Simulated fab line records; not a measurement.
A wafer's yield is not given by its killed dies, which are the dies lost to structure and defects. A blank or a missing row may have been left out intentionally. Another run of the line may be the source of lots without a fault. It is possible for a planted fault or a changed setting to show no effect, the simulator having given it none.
Matching of chambers -- flow n5Finfet -- 4 sister chambers for N5_BEOL_M12_ETCH_59 on rieDiel-04
The step etches BARC in N2/H2, target depth 89 nm, overetch 26.7 nm, time 67.9 s. 4 wafers are shown with their chamber, then 12 later ones without.

## WAFERS PAIRED WITH THEIR CHAMBERS
wafer,chamber,drypumpMotorCurrentA (A)
L084.3,0,6.2
L087.1,2,6.4
L087.2,3,5.6
L087.3,1,5.4

## WAFERS WITHOUT THEIR CHAMBER
wafer,drypumpMotorCurrentA (A)
L087.4,6.2
L087.5,5.4
L087.6,6.1
L090.1,6.2
L090.4,5.7
L090.6,5.4
L093.1,5.4
L093.5,5.4
L093.6,6.4
L097.2,6.2
L097.3,5.4
L097.6,6.2

## THE CHAMBER EACH PASSED THROUGH
wafer,from the rows above,in truth
L087.4,0,0
L087.5,1,1
L087.6,0,0
L090.1,0,0
L090.4,3,3
L090.6,1,1
L093.1,1,1
L093.5,1,1
L093.6,2,2
L097.2,0,0
L097.3,1,1
L097.6,0,0
Placed correctly: 12 of 12. Not placeable from these rows: 0. Number placed wrongly: 0.
How it was worked out, from the rows above alone: a wafer's distance from a chamber is the root of the sum, over the readings, of the square of ((its reading less the chamber's mean) divided by the reading's scatter). If the next closest chamber is less than 2 further off than the closest, the wafer can't be placed; otherwise it belongs to the closest. A chamber's mean is the mean of its shown wafers. The scatter: root of mean squared gap, hidden wafer to nearest shown wafer, with one shown wafer a chamber.
